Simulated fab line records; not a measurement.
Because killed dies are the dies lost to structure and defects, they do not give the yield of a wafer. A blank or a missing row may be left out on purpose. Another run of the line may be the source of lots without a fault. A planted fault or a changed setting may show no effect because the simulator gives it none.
A struck lot beside a sound one ; flow nand_harc ; 42 steps out of a route of 1159
Sound: the wafers L830.2, L830.5, L830.6. The struck wafers were L838.2, L838.4, L838.5. At the end, the cause is stated.
Order at every step that has rows: each side's tool, ch and its chambers, its first start. Under that, the readings that differ: sound wafers ; struck wafers ; difference of the means ; sigmas: that difference in standard deviations of wafers without a fault.
alike: words and numbers the same on both sides, and readings whose means are apart by under 2 such deviations; not compared: readings that were withheld, readings missing a value for some wafer, numbers with overlapping values and no deviation given by the record, and bounds like >300 which may hide the same value.
The two part at a step that has a row with sigmas, a row that says differs or no value, or rows on one side only. Numbers that have no deviation but don't overlap get no sigmas and don't part them. Lack of a reading on every wafer of one side parts them only where that side has two or more wafers.

first, 4 steps without rows for these wafers: NHARC_A_CONTACT_ETCH_48 (etches the open film in CF4, target depth 39 nm, time 65 s); NHARC_A_CONTACT_ETCH_49 (etches the open film in N2/H2, target depth 260 nm, time 475.3 s); NHARC_A_CONTACT_ETCH_50 (etches the open film in CF4/CHF3, target depth 84.7 nm, time 42.4 s); NHARC_A_CONTACT_ETCH_51 (etches the open film in O2/COS, target depth 3600 nm, time 936 s).
NHARC_A_CONTACT_ETCH_111: etches the open film in C4F8/O2/Ar, time 140 s, target depth 700 nm.
  sound on har_cap_etch-01 ch 0,1, day 16 16:47; struck on har_cap_etch-01 ch 0,1, day 19 20:28
  not compared: rf_hours_counter_h
NHARC_A_CONTACT_ETCH_112: etches the open film in C4F8/O2/Ar, time 94 s, target depth 922 nm.
  sound on har_cap_etch-01 ch 0,1, day 16 16:58; struck on har_cap_etch-01 ch 0,1, day 19 20:38
  not compared: rf_hours_counter_h
then, 6 steps without rows for these wafers: NHARC_A_CONTACT_ETCH_113 (etches the open film in C4F8/O2/Ar, time 94 s, target depth 922 nm); NHARC_A_CONTACT_ETCH_114 (etches the open film in C4F8/O2/Ar, time 94 s, target depth 922 nm); NHARC_A_CONTACT_ETCH_115 (etches the open film in C4F8/O2/Ar, time 94 s, target depth 922 nm); NHARC_A_CONTACT_ETCH_116 (etches the open film in C4F8/O2/Ar, time 94 s, target depth 922 nm); NHARC_A_CONTACT_ETCH_117 (etches the open film in C4F8/O2/Ar, time 94 s, target depth 922 nm); NHARC_A_CONTACT_ETCH_118 (etches the open film in C4F8/O2/Ar, time 94 s, target depth 922 nm).
NHARC_A_CONTACT_ETCH_119: etches the open film in C4F8/O2/Ar, time 94 s, target depth 922 nm.
  sound on har_cap_etch-01 ch 0,1, day 16 17:36; struck on har_cap_etch-01 ch 0,1, day 19 21:17
  not compared: rf_hours_counter_h
NHARC_A_CONTACT_ETCH_120: etches the open film in C4F8/O2/Ar, time 94 s, target depth 922 nm.
  sound on har_cap_etch-01 ch 0,1, day 16 17:41; struck on har_cap_etch-01 ch 0,1, day 19 21:22
  not compared: rf_hours_counter_h
then, 4 steps without rows for these wafers: NHARC_A_CONTACT_ETCH_121 (etches the open film in C4F8/O2/Ar, time 94 s, target depth 922 nm); NHARC_A_CONTACT_ETCH_122 (etches the open film in C4F8/O2/Ar, time 95 s, target depth 930 nm); NHARC_A_CONTACT_ETCH_123 (etches the open film in C4F8/O2/Ar, time 253 s, target depth 1090 nm); NHARC_A_CONTACT_ETCH_90 (etches the open film in CH3F/O2, target depth 40 nm, time 85.7 s).
NHARC_A_CONTACT_ETCH_96: etches the open film in C4F6/O2, target depth 20 nm, time 10 s.
  sound on rie_diel-01 ch 0,1,3; struck on rie_diel-03 ch 0,1,2
reading;sound;struck;difference;sigmas
throttle_valve_pct (%);26.894 26.892 26.891;26.906 26.908 26.920;+0.019;+2
  alike: drypump_motor_current_A, oes_product_au, rf_vpp_V, showerhead_plenum_p_Torr
  not compared: rf_hours_counter_h
NHARC_A_CONTACT_CD_MEAS_53:
  sound on cd_sem-02, day 16 18:46; struck on cd_sem-02, day 19 22:31
reading;sound;struck;difference;sigmas
cd_nm (nm);189.4 189.0 188.6;190.6 190.9 191.6;+2.0;+2
then, 4 steps without rows for these wafers: NHARC_A_CONTACT_STRIP_99 (strips in N2/H2); NHARC_A_CONTACT_STRIP_100 (strips in CF4/CHF3); NHARC_A_CONTACT_STRIP_101 (strips in O2/COS); NHARC_A_CONTACT_ETCH_102 (etches the open film in CF4/O2, target depth 70 nm, overetch 7 nm, time 38.5 s).
NHARC_A_CONTACT_STRIP_55: strips in O2.
  sound on rie_diel-01 ch 1,2,3; struck on rie_diel-03 ch 0,2
reading;sound;struck;difference;sigmas
rf_vpp_V (V);55.5 56.5 55.7;57.2 58.3 59.2;+2.3;+3
showerhead_plenum_p_Torr (Torr);3.29 3.41 3.37;3.47 3.80 3.80;+0.33;+2
  alike: drypump_motor_current_A, oes_product_au, throttle_valve_pct
  not compared: rf_hours_counter_h
then, 13 steps without rows for these wafers: NHARC_A_CONTACT_STRIP_56 (strips in post etch residue remover, time 600 s); NHARC_A_CONTACT_DEP_57 (deposits aC, target thk 2800 nm); NHARC_A_CONTACT_DEP_58 (deposits SiON, target thk 60 nm); NHARC_A_CONTACT_DEHYDRATE_59 (time 120 s); NHARC_A_CONTACT_HMDS_60 (time 30 s); NHARC_A_CONTACT_COAT_61 (time 75 s); NHARC_A_CONTACT_COAT_62 (time 65 s); NHARC_A_CONTACT_COAT_63 (resist thk 90 nm); NHARC_A_CONTACT_SOFTBAKE_64 (time 55 s); NHARC_A_CONTACT_EBR_65; NHARC_A_CONTACT_EXPOSE_66 (exposes mask A CC 2); NHARC_A_CONTACT_PEB_67 (peb time 65 s); NHARC_A_CONTACT_DEVELOP_68 (develop time 35 s).
NHARC_A_CONTACT_CD_MEAS_69: target cd 200 nm.
  sound on cd_sem-03 ch 0, day 17 00:19; struck on cd_sem-01 ch 0, day 20 03:10
  alike: cd_nm
NHARC_A_CONTACT_OVL_MEAS_70:
  sound on overlay-02, day 17 00:25; struck on overlay-01, day 20 03:15
  alike: overlay_x_nm, overlay_y_nm
then, 1 step without rows for these wafers: NHARC_A_CONTACT_DESCUM_74 (chemistry O2, time 3 s).
-- record jumps: 3 days between struck wafers' starts before vs after; left off in module A_CONTACT, resumes in module END, first step shown is number 1159 of the route --
NHARC_END_SORT_01:
  at this point the record logs the struck wafers (prober-02 ch 0, day 23 03:58) and has no rows for the sound ones

WHERE THEY PART
First at NHARC_A_CONTACT_ETCH_96; last, within this record, at NHARC_END_SORT_01.

WHY: the cause the simulator had injected
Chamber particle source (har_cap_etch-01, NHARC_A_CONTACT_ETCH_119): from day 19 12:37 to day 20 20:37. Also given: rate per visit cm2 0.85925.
